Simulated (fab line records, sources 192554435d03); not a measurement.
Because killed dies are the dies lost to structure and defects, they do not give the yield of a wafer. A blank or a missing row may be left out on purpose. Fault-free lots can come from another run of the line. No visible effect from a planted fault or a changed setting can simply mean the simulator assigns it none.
Which tool was responsible? | flow n5 finfet | 10 lots, 27 wafers sampled, at 5 steps of a route of 1938

WHAT EACH GAUGE READ, for each wafer
N5_BEOL_M4_RC_MEAS_101.
lot  | measured     | on        | DIBL_N (mV/V)
L455 | day 7 17:10  | prober-02 | 36.1 35.2
L459 | day 9 03:51  | prober-02 | 35.3 33.5 31.4
L460 | day 9 03:32  | prober-01 | 37.4 37.7
L464 | day 10 00:21 | prober-02 | 39.0 37.2 37.3
L467 | day 10 22:18 | prober-02 | 35.5 34.8 34.6
L469 | day 11 04:52 | prober-01 | 35.9 33.8 34.0
L470 | day 11 13:51 | prober-01 | 36.9 37.8 36.8
L474 | day 13 04:34 | prober-01 | 37.2 35.0 37.4
L475 | day 12 21:56 | prober-01 | 36.2 35.3 33.4
L478 | day 13 16:53 | prober-01 | 35.0 37.7

WHAT TOOL EACH LOT RAN ON (gives the tool, then ch and the chambers of the sampled wafers, and finally the start)
lot  | N5_HKMG_FIN_ETCH_67               | N5_HKMG_FIN_CMP_23           | N5_GATE_CUT_ETCH_56              | N5_GATE_CUT_ETCH_58
L455 | rie diel-06 ch 0,1, day 4 05:50   | cmp-02 ch 3, day 4 07:12     | rie metal-02 ch 1, day 4 07:59   | rie diel-04 ch 0, day 4 08:09
L459 | rie diel-02 ch 1,3, day 5 05:22   | cmp-02 ch 0,1,3, day 5 06:44 | rie metal-03 ch 0,1, day 5 07:31 | rie diel-05 ch 0,1, day 5 07:41
L460 | rie diel-01 ch 1,3, day 5 12:13   | cmp-03 ch 1,2, day 5 13:42   | rie metal-03 ch 1, day 5 14:29   | rie diel-04 ch 0,3, day 5 14:40
L464 | rie diel-01 ch 1,2,3, day 6 11:56 | cmp-03 ch 0,3, day 6 13:17   | rie metal-01 ch 0,1, day 6 14:05 | rie diel-04 ch 1,2,3, day 6 14:15
L467 | rie diel-01 ch 0,2,3, day 7 07:04 | cmp-03 ch 1,2,3, day 7 08:21 | rie metal-02 ch 0,1, day 7 09:13 | rie diel-05 ch 1,2, day 7 09:23
L469 | rie diel-01 ch 0,1, day 7 15:19   | cmp-03 ch 0,1,2, day 7 16:35 | rie metal-01 ch 0,1, day 7 17:28 | rie diel-03 ch 0,1,3, day 7 17:38
L470 | rie diel-02 ch 1,2,3, day 8 00:43 | cmp-03 ch 0,2,3, day 8 02:09 | rie metal-01 ch 0,1, day 8 02:52 | rie diel-05 ch 0,2, day 8 03:02
L474 | rie diel-02 ch 0,1,2, day 9 02:57 | cmp-02 ch 0,1,2, day 9 04:23 | rie metal-03 ch 1, day 9 05:14   | rie diel-03 ch 0,1,3, day 9 05:35
L475 | rie diel-02 ch 0,1,3, day 9 08:08 | cmp-01 ch 0,1,2, day 9 09:39 | rie metal-01 ch 0,1, day 9 10:23 | rie diel-04 ch 0,3, day 9 10:36
L478 | rie diel-02 ch 1,2, day 10 00:29  | cmp-01 ch 2,3, day 10 01:55  | rie metal-01 ch 0, day 10 02:39  | rie diel-03 ch 1,3, day 10 02:47
- N5_HKMG_FIN_ETCH_67: etches SOC in N2/H2, stops on TiN, target depth 388.9 nm.
- N5_HKMG_FIN_CMP_23: polishes, stops on SiNx, t overpolish 10 s, target thk 46.326 nm.
- N5_GATE_CUT_ETCH_56: etches TiN in Cl2/Ar, target depth 21.6 nm.
- N5_GATE_CUT_ETCH_58: etches SiNx in CH3F/O2, target depth 17 nm, time 128.6 s.

THE ANSWER, worked out from the rows above alone
Rule: what is usual is taken from the lots themselves. The widest of any qualifying gaps counts: lots, ordered by their means at a reading, are off when they make up no more than a third of the lots, leave a main group of 4 or more, and stand apart from it by 3 or more times the standard deviation of that group's means. If all means in a main group match to the digits the tables above print for the reading, that group is not used. A lot without any number at a reading at which 4 lots or more have one is off too. Where the step has rows for the other lots, those lots are counted as sound.
No lot is off at any reading shown: from this, nothing can be told.

WHAT THE SIMULATOR HAD INSERTED
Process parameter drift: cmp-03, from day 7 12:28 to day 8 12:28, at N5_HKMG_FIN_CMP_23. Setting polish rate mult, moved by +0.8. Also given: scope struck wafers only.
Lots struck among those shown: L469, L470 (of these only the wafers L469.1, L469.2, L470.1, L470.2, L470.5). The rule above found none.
